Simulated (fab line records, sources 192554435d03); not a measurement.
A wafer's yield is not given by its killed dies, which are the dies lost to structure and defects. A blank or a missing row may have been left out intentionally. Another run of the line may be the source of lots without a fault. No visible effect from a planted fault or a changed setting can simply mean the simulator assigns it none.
fab line records -- flow n5-finfet
[record] lots = 10, wafers = 30, last-day = 17
route steps=1938 shown WELL_APT@30 PMOS_HMC_CHANNEL_EPI@67 BEOL_M4@1111 PASSIVATION@1936
lots untouched by any fault: they come from a run of this same line in which no faults occurred
start-h: start of the lot's first displayed wafer, in hours after the record's first day -- wait-h: time in hours since the lot's previous step -- " same as the row above -- L1.1+2: several wafers, shown together as one row -- - value missing, or start not given -- * or withheld: withheld -- < > ~ a bound
route shown NAME@n: names a module that has steps shown in the file, with the first one's number in the route -- usual: the fault-free wafers' mean and standard deviation -- same: alike in all rows -- chamber/n: place in a boat -- sites: readings site by site -- _std_site: standard deviation across them -- _edge_site: the outer-site mean with the inner-site mean subtracted -- radius-mm: for every site, how far away it sits from the centre of the wafer -- mask NAME#n: copy n -- behind: tool/chamber where the wafer was last shaped -- hold: cause of the lot's hold/its duration in hours/its outcome -- device: transistor that didn't switch, given as n, p or np -- end of line: at the end of the route, the tests of the same wafers -- a step with no rows: only its recipe -- killed: count of dies lost to structure and defects at first sort (not the wafer's yield) -- map: per-die view of a wafer (x killed, . not killed, _ where there is no die)
set.NAME: the setting that was run; set.NAME@STEP: the one run at that earlier step -- model.NAME: the simulator's own value behind a step, which no gauge read
the route's steps for a sample of lots (tables are steps, rows are wafers)
services: from which hour (start-h, from the record's first day; less than 0 if before it) a tool's chamber was out of use, for how many hours, and why
[[steps]]
[step N5_WELL_APT_INSPECT_10]
[recipe] mode = adi, inspect-instrument = macro
[usual] raw-defect-count = 2.2/1.4
lot.wafer,tool,chamber,start-h,wait-h,raw-defect-count
L431.1,defect-inspect-01,-,31.87,0.0,4
L431.3,defect-inspect-01,-,31.87,0.0,0
L431.6,defect-inspect-01,-,31.87,0.0,6
L432.1,defect-inspect-02,-,37.75,0.0,1
L432.2,defect-inspect-02,-,37.75,0.0,5
L432.6,defect-inspect-02,-,37.75,0.0,2
L433.1,defect-inspect-02,-,43.74,0.0,2
L433.4,defect-inspect-02,-,43.74,0.0,2
L433.5,defect-inspect-02,-,43.74,0.0,1
L435.1,defect-inspect-02,-,55.62,0.0,1
L435.2,defect-inspect-02,-,55.62,0.0,4
L435.5,defect-inspect-02,-,55.62,0.0,0
L439.3,defect-inspect-01,-,79.62,0.0,1
L439.4,defect-inspect-01,-,79.62,0.0,2
L439.5,defect-inspect-01,-,79.62,0.0,3
L440.3,defect-inspect-02,-,86.38,0.0,1
L440.5,defect-inspect-02,-,86.38,0.0,1
L440.6,defect-inspect-02,-,86.38,0.0,1
L445.2,defect-inspect-01,-,115.76,0.0,1
L445.4,defect-inspect-01,-,115.76,0.0,0
L445.6,defect-inspect-01,-,115.76,0.0,2
L448.3,defect-inspect-02,-,135.51,0.0,4
L448.4,defect-inspect-02,-,135.51,0.0,0
L448.6,defect-inspect-02,-,135.51,0.0,2
L449.4,defect-inspect-02,-,139.81,0.0,4
L449.5,defect-inspect-02,-,139.81,0.0,2
L449.6,defect-inspect-02,-,139.81,0.0,1
L450.2,defect-inspect-02,-,145.78,0.0,4
L450.3,defect-inspect-02,-,145.78,0.0,2
L450.5,defect-inspect-02,-,145.78,0.0,1
[step N5_WELL_APT_EPI_41]
[recipe] material = Si, target-thk-a = 500, temp-c = 650, precursor = SiH4/H2, pressure-torr = 20, time-s = 297.7
[usual] run-length-s = 358/3, susceptor-temp-C = 650.1/0.32, throttle-valve-pct = 11.6/0.45
lot.wafer,tool,chamber,start-h,wait-h,run-length-s,susceptor-temp-C,throttle-valve-pct
L431.1,epi-rpcvd-04,0,34.31,0.0,357,649.6,11.9
L431.3,epi-rpcvd-04,0,34.31,0.0,357,650.0,11.8
L431.6,epi-rpcvd-04,0,34.31,0.0,357,649.8,11.6
L432.1,epi-rpcvd-03,0,40.86,0.0,354,650.2,12.1
L432.2,epi-rpcvd-03,0,40.86,0.0,354,650.3,11.8
L432.6,epi-rpcvd-03,0,40.86,0.0,354,649.8,12.0
L433.1,epi-rpcvd-04,0,46.05,0.0,357,650.4,11.3
L433.4,epi-rpcvd-04,0,46.05,0.0,357,650.0,11.7
L433.5,epi-rpcvd-04,0,46.05,0.0,357,650.1,11.6
L435.1,epi-rpcvd-04,0,58.29,0.0,357,649.7,11.5
L435.2,epi-rpcvd-04,0,58.29,0.0,356,649.9,11.9
L435.5,epi-rpcvd-04,0,58.29,0.0,358,649.9,11.7
L439.3,epi-rpcvd-04,0,82.33,0.2,305,-,11.6
L439.4,epi-rpcvd-04,0,82.33,0.2,357,649.6,11.5
L439.5,epi-rpcvd-04,0,82.33,0.2,305,-,11.5
L440.3,epi-rpcvd-04,0,88.89,0.2,306,-,11.7
L440.5,epi-rpcvd-04,0,88.89,0.2,307,-,11.5
L440.6,epi-rpcvd-04,0,88.89,0.2,305,-,12.1
L445.2,epi-rpcvd-04,0,118.22,0.1,358,650.5,11.7
L445.4,epi-rpcvd-04,0,118.22,0.1,357,650.3,11.7
L445.6,epi-rpcvd-04,0,118.22,0.1,307,-,11.6
L448.3,epi-rpcvd-03,0,138.18,0.3,362,649.4,12.1
L448.4,epi-rpcvd-03,0,138.18,0.3,362,649.7,11.9
L448.6,epi-rpcvd-03,0,138.18,0.3,361,649.7,12.0
L449.4,epi-rpcvd-03,0,142.65,0.4,361,650.5,12.2
L449.5,epi-rpcvd-03,0,142.65,0.4,361,650.4,12.1
L449.6,epi-rpcvd-03,0,142.65,0.4,361,650.5,11.8
L450.2,epi-rpcvd-02,0,148.20,0.1,356,650.3,10.9
L450.3,epi-rpcvd-02,0,148.20,0.1,356,650.2,10.8
L450.5,epi-rpcvd-02,0,148.20,0.1,358,649.8,11.1
[step N5_PMOS_HMC_CHANNEL_EPI_INSPECT_11]
[recipe] mode = adi, inspect-instrument = macro
[usual] raw-defect-count = 2.0/1.6
lot.wafer,tool,chamber,start-h,wait-h,raw-defect-count
L431.1,defect-inspect-02,-,35.44,0.0,1
L431.3,defect-inspect-02,-,35.44,0.0,3
L431.6,defect-inspect-02,-,35.44,0.0,6
L432.1,defect-inspect-02,-,42.01,0.0,5
L432.2,defect-inspect-02,-,42.01,0.0,3
L432.6,defect-inspect-02,-,42.01,0.0,3
L433.1,defect-inspect-01,-,47.19,0.0,2
L433.4,defect-inspect-01,-,47.19,0.0,3
L433.5,defect-inspect-01,-,47.19,0.0,1
L435.1,defect-inspect-01,-,59.44,0.0,2
L435.2,defect-inspect-01,-,59.44,0.0,3
L435.5,defect-inspect-01,-,59.44,0.0,3
L439.3,defect-inspect-02,-,83.14,0.0,3
L439.4,defect-inspect-02,-,83.14,0.0,2
L439.5,defect-inspect-02,-,83.14,0.0,5
L440.3,defect-inspect-01,-,89.84,0.0,0
L440.5,defect-inspect-01,-,89.84,0.0,1
L440.6,defect-inspect-01,-,89.84,0.0,1
L445.2,defect-inspect-01,-,119.13,0.0,2
L445.4,defect-inspect-01,-,119.13,0.0,0
L445.6,defect-inspect-01,-,119.13,0.0,4
L448.3,defect-inspect-01,-,139.26,0.0,0
L448.4,defect-inspect-01,-,139.26,0.0,1
L448.6,defect-inspect-01,-,139.26,0.0,1
L449.4,defect-inspect-01,-,143.59,0.0,0
L449.5,defect-inspect-01,-,143.59,0.0,1
L449.6,defect-inspect-01,-,143.59,0.0,2
L450.2,defect-inspect-02,-,149.28,0.0,4
L450.3,defect-inspect-02,-,149.28,0.0,5
L450.5,defect-inspect-02,-,149.28,0.0,2
[step N5_PMOS_HMC_CHANNEL_EPI_ETCH_32]
[recipe] chemistry = N2/H2, target = BARC, stop-on = SiO2, target-depth-a = 858, over-etch-frac = 0.3, time-s = 50.3, ion-energy-ev = 200, mask-material = CAR-ArF-block, pressure-mtorr = 30, source-w = 840, bias-w = 150, n2-flow-sccm = 200, h2-flow-sccm = 200
[usual] drypump-motor-current-A = 5.7/0.55, oes-product-au = 0.65/0.048, rf-vpp-V = 524.0/2.4, showerhead-plenum-p-Torr = 2.54/0.079, throttle-valve-pct = 17.9/0.3
lot.wafer,tool,chamber,start-h,wait-h,drypump-motor-current-A,oes-product-au,rf-hours-counter-h,rf-vpp-V,showerhead-plenum-p-Torr,throttle-valve-pct
L431.1,rie-diel-02,0,35.51,0.0,5.7,0.63,171,526.7,2.65,18.4
L431.3,rie-diel-02,2,35.51,0.0,4.7,0.60,214,525.4,2.62,18.1
L431.6,rie-diel-02,0,35.51,0.0,5.7,0.64,-,525.4,2.65,18.4
L432.1,rie-diel-03,0,42.08,0.0,5.2,0.62,185,524.0,2.52,18.1
L432.2,rie-diel-03,1,42.08,0.0,6.3,0.62,179,527.3,2.64,17.5
L432.6,rie-diel-03,0,42.08,0.0,5.1,0.63,-,523.2,2.52,18.1
L433.1,rie-diel-02,0,47.26,0.0,5.7,0.63,175,527.5,2.65,18.4
L433.4,rie-diel-02,2,47.26,0.0,4.6,0.61,218,525.9,2.61,18.1
L433.5,rie-diel-02,1,47.26,0.0,6.6,0.62,-,527.3,2.66,18.1
L435.1,rie-diel-04,0,59.51,0.0,5.9,0.66,101,517.7,2.38,17.9
L435.2,rie-diel-04,2,59.51,0.0,5.2,0.67,119,524.2,2.55,17.5
L435.5,rie-diel-04,3,59.51,0.0,6.3,0.64,-,526.0,2.52,17.7
L439.3,rie-diel-03,0,83.42,0.0,5.1,0.62,199,523.9,2.51,18.1
L439.4,rie-diel-03,3,83.42,0.0,5.8,0.69,67,523.7,2.59,17.7
L439.5,rie-diel-03,1,83.42,0.0,6.3,0.62,-,525.9,2.63,17.6
L440.3,rie-diel-02,2,90.20,0.0,4.6,0.59,233,525.9,2.61,18.1
L440.5,rie-diel-02,1,90.20,0.0,6.6,0.62,-,526.0,2.65,18.1
L440.6,rie-diel-02,0,90.20,0.0,5.8,0.62,-,525.4,2.65,18.5
L445.2,rie-diel-03,0,119.26,0.0,5.1,0.61,213,523.1,2.50,18.1
L445.4,rie-diel-03,2,119.26,0.0,5.6,0.64,186,523.8,2.51,18.0
L445.6,rie-diel-03,1,119.26,0.0,6.3,0.61,-,526.9,2.63,17.6
L448.3,rie-diel-03,0,139.33,0.0,5.1,0.61,222,522.4,2.50,18.1
L448.4,rie-diel-03,2,139.33,0.0,5.7,0.63,-,523.8,2.51,18.0
L448.6,rie-diel-03,1,139.33,0.0,6.3,0.60,-,525.1,2.62,17.6
L449.4,rie-diel-04,1,143.82,0.0,5.3,0.72,77,520.8,2.47,17.6
L449.5,rie-diel-04,2,143.82,0.0,5.2,0.66,-,524.0,2.54,17.6
L449.6,rie-diel-04,1,143.82,0.0,5.3,0.72,-,521.5,2.47,17.6
L450.2,rie-diel-02,3,149.63,0.0,6.6,0.75,38,523.0,2.47,17.3
L450.3,rie-diel-02,1,149.63,0.0,6.6,0.61,191,526.3,2.64,18.1
L450.5,rie-diel-02,0,149.63,0.0,5.7,0.61,-,525.5,2.64,18.5
[step N5_BEOL_M4_RC_MEAS_101]
[usual] CJ_N = 4.30/0.078, CJ_P = 5.83/0.2, DIBL_N = 36.5/2, DIBL_P = 36.5/2.3, IOFF_N = 0.16/0.036, IOFF_P = 0.21/0.037, ION_N = 672/12, ION_P = 459/7.1, RS_PWELL = 3010/21, SS_N = 71.6/0.73, SS_P = 73.4/0.76, VT_N = 250/3.3, VT_P = -250.5/2.9
lot.wafer,tool,chamber,start-h,wait-h,CJ_N,CJ_P,DIBL_N[mV/V],DIBL_P[mV/V],IOFF_N[nA/um],IOFF_P[nA/um],ION_N[uA/um],ION_P[uA/um],RS_PWELL[ohm/sq],SS_N[mV/dec],SS_P[mV/dec],VT_N[mV],VT_P[mV]
L431.1,prober-02,0,189.55,0.0,4.32,5.93,36.7,36.7,0.18,0.21,680,458,3014,71.9,73.9,246,-251.4
L431.3,prober-02,0,189.55,0.0,4.27,5.70,34.8,35.0,0.14,0.19,679,463,3035,71.4,73.4,251,-252.9
L431.6,prober-02,0,189.55,0.0,4.19,5.98,35.7,36.1,0.16,0.20,670,464,3020,71.3,73.5,249,-251.7
L433.1,prober-01,0,194.93,0.0,4.18,5.96,32.9,33.3,0.11,0.17,671,465,2981,70.6,72.2,253,-255.8
L433.4,prober-01,0,194.93,0.0,4.30,6.13,36.0,36.4,0.15,0.21,682,468,3008,70.7,73.5,249,-247.8
L433.5,prober-01,0,194.93,0.0,4.20,5.70,31.2,31.0,0.10,0.14,672,465,2981,69.7,72.0,257,-254.7
L432.1,prober-01,0,199.42,0.0,4.45,5.43,40.0,39.5,0.23,0.28,695,472,3021,72.2,74.4,246,-246.4
L432.2,prober-01,0,199.42,0.0,4.38,5.80,40.9,41.1,0.25,0.32,679,457,3031,72.4,74.7,245,-248.5
L432.6,prober-01,0,199.42,0.0,4.34,5.42,35.9,34.9,0.14,0.19,657,451,2997,71.0,73.1,251,-251.8
L435.1,prober-01,0,223.32,0.0,4.36,5.72,36.5,35.9,0.14,0.19,661,453,3020,72.5,72.6,251,-252.4
L435.2,prober-01,0,223.32,0.0,4.26,5.54,38.1,39.1,0.18,0.24,683,469,2971,72.6,73.7,249,-247.1
L435.5,prober-01,0,223.32,0.0,4.30,5.69,37.2,37.3,0.16,0.21,671,459,3009,72.4,73.2,249,-249.2
L440.3,prober-01,0,257.46,0.3,4.89,4.70,37.7,37.2,0.17,0.26,669,465,3163,71.5,74.3,247,-248.2
L440.5,prober-01,0,257.46,0.3,4.97,4.75,38.6,38.2,0.20,0.28,677,466,3126,72.4,74.4,245,-247.1
L440.6,prober-01,0,257.46,0.3,4.94,4.49,38.0,38.0,0.19,0.27,664,464,3122,72.0,74.3,249,-247.3
L439.3,prober-02,0,260.43,0.3,4.87,5.08,36.1,37.4,0.15,0.23,661,463,3131,70.9,73.8,252,-246.1
L439.4,prober-02,0,260.43,0.3,4.18,5.98,37.1,38.2,0.18,0.26,684,472,3027,71.7,74.3,246,-246.0
L439.5,prober-02,0,260.43,0.3,4.88,4.94,33.8,34.5,0.11,0.19,648,461,3119,70.5,72.3,257,-249.3
L445.2,prober-01,0,280.33,0.2,4.29,5.53,36.3,34.2,0.15,0.18,670,454,2999,71.7,73.4,251,-254.5
L445.4,prober-01,0,280.33,0.2,4.33,5.85,36.5,35.2,0.15,0.19,683,465,3002,71.3,73.0,248,-249.9
L445.6,prober-01,0,280.33,0.2,4.86,4.44,36.2,35.4,0.14,0.19,648,455,3109,71.7,73.7,256,-251.8
L449.4,prober-01,0,297.56,0.5,4.26,6.27,39.5,41.0,0.23,0.29,697,475,3010,71.6,74.7,243,-246.4
L449.5,prober-01,0,297.56,0.5,4.29,5.78,36.8,37.8,0.18,0.24,688,464,3021,71.4,73.5,246,-246.8
L449.6,prober-01,0,297.56,0.5,4.23,6.15,34.2,34.2,0.12,0.17,664,459,2997,71.0,72.8,254,-250.7
L448.3,prober-02,0,298.06,0.3,4.33,5.80,36.7,36.8,0.15,0.20,670,454,2999,71.4,73.5,253,-255.1
L448.4,prober-02,0,298.06,0.3,4.38,5.57,38.1,38.8,0.17,0.22,671,458,3023,71.5,73.9,248,-251.8
L448.6,prober-02,0,298.06,0.3,4.40,5.87,38.2,38.9,0.17,0.23,678,458,3026,72.2,73.0,249,-251.8
L450.2,prober-01,0,309.41,0.2,4.33,5.70,38.1,41.2,0.24,0.30,691,474,3030,72.1,73.9,243,-243.0
L450.3,prober-01,0,309.41,0.2,4.32,5.46,37.5,39.5,0.21,0.26,684,467,3017,71.8,74.3,248,-246.6
L450.5,prober-01,0,309.41,0.2,4.36,5.88,37.7,39.4,0.21,0.26,661,449,3046,72.3,74.0,247,-245.4
[step N5_PASSIVATION_PROBE_49]
[usual] defect-limited-yield = 91.4/1.4, killed_at_M0_to_M3 = 33/11, killed_at_M4_up = 13/5.3, killed-at-contacts = 13/6.1, killed-at-front-end = 40/11, killed-at-other = 2.9/2.7, killed-dies = 102/17, killed-open = 68/13, killed-short = 32/7.5, sort_bin_4_leakage = 0.00/0.022, sort_bin_5_function = 5.1/0.98, sort_bin_6_memory = 3.2/0.69, sort_bin_8_speed = 0.1/1.1, sort-n-pass = 1077/21, sort-yield-pct = 91.3/1.7
[same] gross-dies = 1180, killed-at-back-side = 0
lot.wafer,tool,chamber,start-h,wait-h,defect-limited-yield[%],killed_at_M0_to_M3,killed_at_M4_up,killed-at-contacts,killed-at-front-end,killed-at-other,killed-dies,killed-open,killed-short,sort_bin_4_leakage[%],sort_bin_5_function[%],sort_bin_6_memory[%],sort_bin_8_speed[%],sort-n-pass,sort-yield-pct[%]
L431.1,prober-02,-,321.67,0.0,91.8,36,15,8,35,3,97,53,42,0,4.4,3.7,0,1083,91.8
L431.3,prober-02,-,321.77,0.1,91.9,31,10,8,43,4,96,66,29,0,5.2,2.7,0,1084,91.9
L431.6,prober-02,-,321.92,0.3,90.8,17,17,12,62,1,109,67,37,0,5.1,3.2,0,1071,90.8
L439.5,prober-02,-,390.48,0.2,90.9,39,12,10,41,5,107,75,30,0,5.3,3.5,0.3,1070,90.7
L445.2,prober-01,-,399.63,0.1,90.3,37,18,23,35,1,114,77,32,0,5.4,3.7,0,1066,90.3
L445.4,prober-01,-,399.73,0.2,90.9,32,13,25,36,1,107,72,28,0,5.5,2.9,0,1073,90.9
L445.6,prober-01,-,399.83,0.3,90.3,40,19,27,28,1,115,89,25,0,4.7,4.8,0,1065,90.3
L448.3,prober-01,-,409.07,0.1,90.2,38,10,34,30,4,116,80,35,0,5.8,3.7,0,1064,90.2
L448.4,prober-01,-,409.12,0.2,89.1,40,9,22,45,13,129,91,35,0,6.3,4.5,0,1051,89.1
L448.6,prober-01,-,409.22,0.3,90.9,34,18,30,21,4,107,81,25,0,5.1,3.7,0,1073,90.9
// killed by level:class
L431.1 STI_FIN_REVEAL:geometric-particle:open=8 MOL_CONTACT_COAG:geometric-particle:open=6 BEOL_M3:geometric-particle:open=6 BEOL_M4:geometric-particle:short=6 GATE_CUT:geometric-particle:short=5 BEOL_M0:geometric-particle:open=5 BEOL_M0_SAQP:geometric-particle:short=5 BEOL_M2:geometric-particle:short=5
L431.3 FIN_SAQP:geometric-particle:short=8 DUMMY_GATE:geometric-particle:open=8 BEOL_M3:geometric-particle:open=8 MOL_CONTACT_COAG:geometric-particle:open=7 BEOL_M0_SAQP:geometric-particle:open=6 BEOL_M1:geometric-particle:open=6 STI_FIN_REVEAL:geometric-particle:open=5 FIN_SAQP:geometric-particle:open=4
L431.6 FIN_SAQP:geometric-particle:open=11 BEOL_M4:geometric-particle:open=10 STI_FIN_REVEAL:geometric-particle:open=9 GATE_CUT:geometric-particle:short=7 MOL_CONTACT_COAG:geometric-particle:short=6 DUMMY_GATE:geometric-particle:open=6 MOL_CONTACT_COAG:geometric-particle:open=6 BEOL_M2:geometric-particle:open=6
L439.5 FIN_SAQP:geometric-particle:open=12 MOL_CONTACT_COAG:geometric-particle:open=9 BEOL_M4:geometric-particle:open=9 FIN_SAQP:geometric-particle:short=8 BEOL_M2:geometric-particle:open=8 BEOL_M0_SAQP:geometric-particle:open=7 BEOL_M0_SAQP:geometric-particle:short=7 BEOL_M1:geometric-particle:open=7
L445.2 MOL_CONTACT_COAG:geometric-particle:open=19 FIN_SAQP:geometric-particle:short=9 BEOL_M3:geometric-particle:open=9 BEOL_M4:geometric-particle:open=9 FIN_SAQP:geometric-particle:open=7 BEOL_M0_SAQP:geometric-particle:short=7 BEOL_M1:geometric-particle:open=6 BEOL_M2:geometric-particle:open=6
L445.4 MOL_CONTACT_COAG:geometric-particle:open=19 BEOL_M3:geometric-particle:open=8 HKMG_FIN:area-etch=7 FIN_SAQP:geometric-particle:open=6 STI_FIN_REVEAL:geometric-particle:open=6 MOL_CONTACT_COAG:geometric-particle:short=6 BEOL_M0_SAQP:geometric-particle:open=6 BEOL_M0_SAQP:geometric-particle:short=6
L445.6 MOL_CONTACT_COAG:geometric-particle:open=25 FIN_SAQP:geometric-particle:open=10 BEOL_M1:geometric-particle:open=10 BEOL_M3:geometric-particle:open=8 BEOL_M2:geometric-particle:open=7 BEOL_M5:geometric-particle:open=7 BEOL_M0_SAQP:geometric-particle:open=6 BEOL_M0_SAQP:geometric-particle:short=5
L448.3 MOL_CONTACT_COAG:geometric-particle:open=31 BEOL_M0_SAQP:geometric-particle:short=8 BEOL_M1:geometric-particle:open=8 BEOL_M3:geometric-particle:open=8 GATE_CUT:geometric-particle:short=6 BEOL_M0_SAQP:geometric-particle:open=5 STI_FIN_REVEAL:geometric-particle:open=4 BEOL_M2:geometric-particle:open=4
L448.4 STI_FIN_REVEAL:geometric-particle:open=19 MOL_CONTACT_COAG:geometric-particle:open=19 BEOL_M0_SAQP:geometric-particle:short=9 BEOL_M1:geometric-particle:open=9 BEOL_M4:geometric-particle:open=7 BEOL_M0_SAQP:geometric-particle:open=6 BEOL_M2:geometric-particle:open=6 PASS1_CAP:geometric-particle:open=5
L448.6 MOL_CONTACT_COAG:geometric-particle:open=25 BEOL_M0_SAQP:geometric-particle:open=11 BEOL_M2:geometric-particle:open=10 BEOL_M4:geometric-particle:open=10 MOL_CONTACT_COAG:geometric-particle:short=5 FIN_SAQP:geometric-particle:open=3 DUMMY_GATE:geometric-particle:short=3 ILD0:geometric-particle:open=3
[[services]]
tool,chamber,start-h,hours,kind
rie-diel-02,3,23.92,-,clean
rie-diel-02,3,23.92,-,consumable-replace:focus-ring
rie-diel-02,3,23.92,15.6,scheduled-down
rie-diel-02,3,23.92,15.6,vent-cycle
rie-diel-04,0,37.92,4.8,repair
rie-diel-02,1,53.32,16.7,repair
rie-diel-03,3,64.95,12.8,repair
rie-diel-03,1,65.00,11.8,repair
rie-diel-04,-,79.77,28.1,pm
rie-diel-03,3,133.54,12.3,repair
epi-rpcvd-02,-,138.02,8.1,pm
rie-diel-02,2,139.95,-,clean
rie-diel-02,2,139.95,-,consumable-replace:focus-ring
rie-diel-02,2,139.95,34.7,scheduled-down
rie-diel-02,2,139.95,34.7,vent-cycle
rie-diel-03,2,143.43,10.1,repair
[[key]]
[first-sign] step = N5_WELL_APT_EPI_41, reading = run-length-s, direction = down, sigmas = 17, usual = *, struck = *
[effect] step = N5_BEOL_M4_RC_MEAS_101, reading = CJ_N, direction = up, sigmas = 7.7, usual = 4.30, struck = 4.90
[effect] step = N5_BEOL_M4_RC_MEAS_101, reading = RS_PWELL, direction = up, sigmas = 5.7, usual = 3010, struck = 3128
[effect] step = N5_BEOL_M4_RC_MEAS_101, reading = CJ_P, direction = down, sigmas = 5.5, usual = 5.83, struck = 4.74
met-at N5_WELL_APT_EPI_41
struck-lots L439,L440,L445
struck-wafers L439.3,L439.5,L440.3,L440.5,L440.6,L445.6
not-acting-at N5_WELL_APT_INSPECT_10,N5_PMOS_HMC_CHANNEL_EPI_INSPECT_11,N5_PMOS_HMC_CHANNEL_EPI_ETCH_32
onset-between 58.29 82.33
[fault] kind = process-parameter-drift, tool = epi-rpcvd-04, chamber = -, onset-h = 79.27, steps = N5_WELL_APT_EPI_41, channel = time-s, offset = *, shape = step, end-h = 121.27, scope = struck-wafers-only, acts-in = *, stated = *
